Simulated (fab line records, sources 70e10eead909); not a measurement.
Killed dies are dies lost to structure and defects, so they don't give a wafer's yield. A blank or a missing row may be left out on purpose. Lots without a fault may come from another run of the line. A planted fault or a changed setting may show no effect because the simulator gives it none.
fab line records | flow nand_harc
record lots=12 wafers=36 last_day=34
route steps=1302 shown A_STAIRCASE@768
lots that met no fault: from a run of the same line without faults
start_h: hours from the record's first day to the start of the lot's first wafer shown | wait_h: hours since the lot's step before | " the same as in the row above | L1.1+2: a row that stands for several wafers | - no value, or no start given | * or withheld: withheld | < > ~ a bound
route shown NAME@n: a module of which the file shows steps, and the number in the route of the first | usual: mean/standard deviation of fault-free wafers | same: alike in all rows | chamber/n: place in a boat | sites: the reading at each site | _std_site: their standard deviation | _edge_site: outer sites' mean less inner sites' | radius_mm: how far each site lies from the wafer's centre | mask NAME#n: copy n | behind: the tool/chamber that last shaped the wafer | hold: why the lot was held/for how many hours/how that ended | device: the transistor (n, p or np) that didn't switch | end of line: the same wafers' tests at the end of the route | a step without rows: its recipe alone | killed: dies lost to structure and defects at the first sort, not the wafer's yield | map: a wafer's dies, x killed, . not, _ none there
set.NAME: the setting as run; set.NAME@STEP: as run at that earlier step | model.NAME: the simulator's own value behind a step, which no gauge read
steps of the route over a sample of lots; a table a step, a row a wafer
services: from which hour (start_h, from the record's first day; less than 0 if before it) a tool's chamber was out of use, for how many hours, and why
## steps
# step NHARC_A_STAIRCASE_STRIP_254
# recipe power_w=1500 temp_c=250 chemistry=O2
# usual drypump_motor_current_A=6.00/0.14 heater_power_w=325/38
# columns lot.wafer tool chamber start_h wait_h drypump_motor_current_A heater_power_w rf_hours_counter_h
L352.3 plasma_asher-01 1 367.45 - 6.11 350 -
L352.5 " 1 " " 6.11 350 -
L352.6 " 0 " " 6.08 342 -
L351.1 plasma_asher-01 0 368.00 - 6.07 342 4
L351.4 " 1 " " 6.11 354 -
L351.6 " 1 " " 6.11 351 -
L354.2 plasma_asher-02 0 409.33 - 5.80 269 28
L354.3 " 1 " " 6.12 352 -
L354.5 " 0 " " 5.78 269 -
L355.4 plasma_asher-01 1 409.82 - 6.13 353 -
L355.5 " 1 " " 6.11 355 -
L355.6 " 0 " " 6.09 340 -
L358.1 plasma_asher-02 0 436.62 - 5.80 270 33
L358.2 " 1 " " 6.11 347 33
L358.3 " 1 " " 6.12 358 -
L363.2 plasma_asher-02 1 468.53 - 6.13 352 3
L363.5 " 1 " " 6.08 365 -
L363.6 " 0 " " 5.81 277 -
L361.4 plasma_asher-02 0 471.90 - 5.83 267 -
L361.3 " 1 " " 6.14 355 -
L361.5 " 0 " " 5.80 271 -
L366.2 plasma_asher-02 0 506.74 - 5.80 271 12
L366.3 " 0 " " 5.80 271 -
L366.6 " 1 " " 6.08 359 -
L368.2 plasma_asher-01 1 538.09 - 6.11 331 2
L368.1 " 0 " " 6.08 352 2
L368.3 " 1 " " 6.11 344 -
L370.2 plasma_asher-02 0 554.27 - 5.79 276 21
L370.1 " 1 " " 6.08 360 21
L370.5 " 1 " " 6.08 359 -
L371.1 plasma_asher-02 1 574.82 - 6.09 359 26
L371.3 " 1 " " 6.12 344 -
L371.5 " 0 " " 5.80 277 -
L374.2 plasma_asher-01 1 594.32 - 6.13 349 13
L374.5 " 0 " " 6.07 357 -
L374.6 " 1 " " 6.12 346 -
# step NHARC_A_STAIRCASE_DEP_259
# recipe target_thk_a=300 target_thk_nm=30 temp_c=400 pressure_torr=3.5 flow_sccm=200 rf_w=350 material=SiON
# usual chamber_pressure_Torr=3.501/0.0071 heater_power_w=707/97
# columns lot.wafer tool chamber start_h wait_h chamber_pressure_Torr heater_power_w
L352.3 pecvd-02 1 370.19 1.1 3.489 744
L352.5 " 1 " " 3.499 713
L352.6 " 2 " " 3.503 595
L351.1 pecvd-02 0 371.70 1.5 3.507 674
L351.6 " 0 " " 3.503 647
L351.4 " 2 " " 3.496 584
L354.2 pecvd-03 0 412.06 1.3 3.499 830
L354.3 " 1 " " 3.504 712
L354.5 " 2 " " 3.513 712
L355.6 pecvd-04 2 412.63 0.2 3.491 761
L355.4 " 0 " " 3.490 878
L355.5 " 1 " " 3.502 626
L358.1 pecvd-03 1 441.91 1.6 3.513 720
L358.2 " 2 " " 3.498 657
L358.3 " 0 " " 3.497 850
L363.2 pecvd-02 0 471.23 1.3 3.505 712
L363.6 " 2 " " 3.501 597
L363.5 " 1 " " 3.504 717
L361.3 pecvd-04 2 474.56 1.0 3.494 779
L361.5 " 0 " " 3.509 973
L361.4 " 1 " " 3.498 599
L366.2 pecvd-03 0 512.39 1.3 3.498 833
L366.3 " 1 " " 3.512 740
L366.6 " 1 " " 3.499 725
L368.3 pecvd-02 0 540.78 0.9 3.498 676
L368.2 " 1 " " 3.498 728
L368.1 " 2 " " 3.505 480
L370.2 pecvd-04 0 559.65 1.3 3.501 964
L370.1 " 1 " " 3.507 688
L370.5 " 1 " " 3.495 689
L371.1 pecvd-02 1 579.32 1.6 3.501 746
L371.3 " 0 " " 3.491 647
L371.5 " 2 " " 3.493 607
L374.2 pecvd-04 0 598.03 1.3 3.491 945
L374.6 " 0 " " 3.491 949
L374.5 " 2 " " 3.498 678
# step NHARC_A_STAIRCASE_EXPOSE_265
# recipe na=0.5 dose_mj=25.01 mask_id=CHOP_200
# usual exposure_dose_mJ_cm2=25.011/0.024
# columns lot.wafer tool chamber start_h wait_h mask exposure_dose_mJ_cm2
L352.3 krf_scanner-02 0 370.71 - CHOP_200#0 25.017
L352.5 " 0 " " CHOP_200#0 24.997
L352.6 " 0 " " CHOP_200#0 25.032
L351.1 krf_scanner-01 0 372.18 - CHOP_200#0 25.020
L351.4 " 0 " " CHOP_200#0 25.019
L351.6 " 0 " " CHOP_200#0 25.038
L354.2 krf_scanner-02 0 412.64 - CHOP_200#0 25.038
L354.3 " 0 " " CHOP_200#0 25.019
L354.5 " 0 " " CHOP_200#0 25.038
L355.4 krf_scanner-03 0 413.16 - CHOP_200#0 24.989
L355.5 " 0 " " CHOP_200#0 25.008
L355.6 " 0 " " CHOP_200#0 25.007
L358.1 krf_scanner-02 0 442.52 - CHOP_200#0 25.015
L358.2 " 0 " " CHOP_200#0 24.999
L358.3 " 0 " " CHOP_200#0 25.012
L363.2 krf_scanner-03 0 471.82 - CHOP_200#0 24.982
L363.5 " 0 " " CHOP_200#0 24.986
L363.6 " 0 " " CHOP_200#0 24.959
L361.3 krf_scanner-02 0 475.12 - CHOP_200#0 23.932
L361.4 " 0 " " CHOP_200#0 23.883
L361.5 " 0 " " CHOP_200#0 23.899
L366.2 krf_scanner-02 0 512.97 - CHOP_200#0 23.886
L366.3 " 0 " " CHOP_200#0 23.820
L366.6 " 0 " " CHOP_200#0 23.914
L368.1 krf_scanner-02 0 541.38 - CHOP_200#0 23.858
L368.2 " 0 " " CHOP_200#0 23.905
L368.3 " 0 " " CHOP_200#0 23.883
L370.1 krf_scanner-03 0 560.23 - CHOP_200#0 24.982
L370.2 " 0 " " CHOP_200#0 24.974
L370.5 " 0 " " CHOP_200#0 24.997
L371.1 krf_scanner-03 0 579.92 - CHOP_200#0 25.035
L371.3 " 0 " " CHOP_200#0 25.016
L371.5 " 0 " " CHOP_200#0 25.039
L374.2 krf_scanner-01 0 598.64 - CHOP_200#0 25.024
L374.5 " 0 " " CHOP_200#0 24.995
L374.6 " 0 " " CHOP_200#0 24.992
# step NHARC_A_STAIRCASE_DESCUM_270
# recipe time_s=3 o2_flow_sccm=200 ar_flow_sccm=0 bias_power_w=0 chemistry=O2
# usual drypump_motor_current_A=5.6/0.37 o2_flow_sccm=200.0/0.59 oes_product_au=0.999/0.014 rf_vpp_V=57.7/0.92 showerhead_plenum_p_Torr=1.91/0.11 throttle_valve_pct=11.311/0.0082
# columns lot.wafer tool chamber start_h wait_h drypump_motor_current_A o2_flow_sccm oes_product_au rf_hours_counter_h rf_vpp_V showerhead_plenum_p_Torr throttle_valve_pct
L352.3 rie_diel-04 1 371.10 - 6.0 200.2 0.973 0 57.9 2.06 11.323
L352.5 " 2 " " 5.4 200.9 1.002 - 58.1 1.91 11.308
L352.6 " 3 " " 5.2 200.0 0.997 - 57.7 1.79 11.316
L351.1 rie_diel-11 1 372.57 - 6.2 200.6 1.013 35 56.7 1.86 11.312
L351.4 " 2 " " 5.7 199.6 1.000 40 57.4 1.84 11.301
L351.6 " 0 " " 5.5 200.5 1.002 - 57.5 1.79 11.296
L354.3 rie_diel-11 0 413.02 - 5.5 199.9 1.001 43 56.6 1.79 11.307
L354.2 " 1 " " 6.2 200.0 1.012 48 58.4 1.85 11.308
L354.5 " 0 " " 5.5 199.6 0.995 - 57.4 1.79 11.320
L355.4 rie_diel-03 0 413.55 - 5.6 200.4 1.001 42 57.6 2.05 11.309
L355.6 " 1 " " 5.2 198.8 1.006 - 57.4 1.86 11.304
L355.5 " 2 " " 6.1 199.7 1.001 - 59.1 1.77 11.323
L358.1 rie_diel-04 0 442.89 - 5.5 199.8 0.992 18 58.9 2.07 11.323
L358.2 " 2 " " 5.4 200.9 0.987 26 58.5 1.90 11.312
L358.3 " 3 " " 5.2 200.2 1.005 30 56.6 1.78 11.318
L363.2 rie_diel-04 3 472.19 - 5.2 200.8 1.011 42 56.5 1.78 11.304
L363.6 " 3 " " 5.2 201.0 1.027 - 58.0 1.78 11.310
L363.5 " 0 " " 5.5 199.8 0.989 - 58.2 2.07 11.311
L361.4 rie_diel-03 2 475.48 - 6.1 200.2 1.026 4 58.9 2.07 11.315
L361.3 " 0 " " 5.6 199.5 1.003 2 57.9 2.04 11.316
L361.5 " 2 " " 6.1 199.5 1.032 - 60.3 2.08 11.302
L366.3 rie_diel-04 0 513.36 - 5.5 198.8 0.999 43 57.9 2.06 11.301
L366.2 " 1 " " 6.1 199.8 0.988 47 58.6 2.04 11.320
L366.6 " 3 " " 5.2 199.7 1.016 - 58.2 1.78 11.321
L368.3 rie_diel-11 1 541.76 - 6.2 199.2 1.016 32 58.1 1.84 11.309
L368.1 " 2 " " 5.7 199.8 0.991 34 56.5 1.82 11.317
L368.2 " 3 " " 5.2 199.6 0.997 32 57.8 1.94 11.314
L370.2 rie_diel-11 0 560.62 - 5.5 199.9 0.978 36 57.7 1.77 11.313
L370.1 " 2 " " 5.7 199.3 0.994 42 59.1 1.82 11.313
L370.5 " 0 " " 5.5 199.6 0.982 - 59.4 1.77 11.319
L371.1 rie_diel-03 1 580.30 - 5.2 200.2 0.997 37 57.6 1.84 11.322
L371.3 " 0 " " 5.6 200.8 1.023 33 58.7 2.03 11.311
L371.5 " 2 " " 6.1 199.6 1.031 - 57.2 2.06 11.309
L374.2 rie_diel-04 0 599.03 - 5.5 199.8 0.989 18 58.4 2.05 11.309
L374.6 " 2 " " 5.4 200.1 1.011 - 57.6 1.88 11.319
L374.5 " 0 " " 5.5 199.4 0.995 - 59.5 2.05 11.290
## services
# columns tool chamber start_h hours kind
rie_diel-04 2 351.08 3.3 repair
rie_diel-04 - 358.76 9.0 pm
pecvd-03 - 366.24 13.0 pm
plasma_asher-02 - 366.67 0.7 repair
rie_diel-03 - 368.51 0.6 repair
krf_scanner-03 - 369.27 11.5 repair
pecvd-03 - 391.07 9.2 repair
rie_diel-04 0 393.17 26.6 repair
krf_scanner-03 - 393.28 3.7 repair
pecvd-02 - 408.00 13.0 pm
krf_scanner-02 - 428.06 1.3 repair
plasma_asher-01 - 432.26 1.8 repair
rie_diel-11 - 434.79 9.0 pm
krf_scanner-02 - 438.02 4.0 pm
plasma_asher-02 - 447.84 9.0 pm
pecvd-04 - 450.00 13.0 pm
pecvd-04 0 482.87 4.0 repair
plasma_asher-02 - 513.49 2.5 repair
plasma_asher-01 - 519.00 9.0 pm
rie_diel-04 - 535.82 9.0 pm
krf_scanner-03 - 568.94 4.0 pm
pecvd-04 1 574.37 3.9 repair
pecvd-02 - 589.04 13.0 pm
rie_diel-04 3 595.62 12.3 repair
## key
first_sign step=NHARC_A_STAIRCASE_EXPOSE_265 reading=exposure_dose_mJ_cm2 direction=down sigmas=46 usual=25.011 struck=23.887
effect none on later readings
met_at NHARC_A_STAIRCASE_EXPOSE_265
struck_lots L361,L366,L368
tester_left_out L361,L366,L368
not_acting_at NHARC_A_STAIRCASE_STRIP_254,NHARC_A_STAIRCASE_DEP_259,NHARC_A_STAIRCASE_DESCUM_270
onset_between 442.52 475.12
fault kind=process_parameter_drift tool=krf_scanner-02 chamber=- onset_h=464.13 steps=NHARC_A_STAIRCASE_EXPOSE_265 channel=dose_mj offset=-1.1162 shape=step acts_in=these_recipes_only stated=25.01
# tester_left_out: of these lots the tester's yield and bins aren't shown, on N5 and GAA mostly nor the transistor test; their killed dies are dies lost to structure and defects alone, not to doping, threshold or leakage, so they don't give the yield
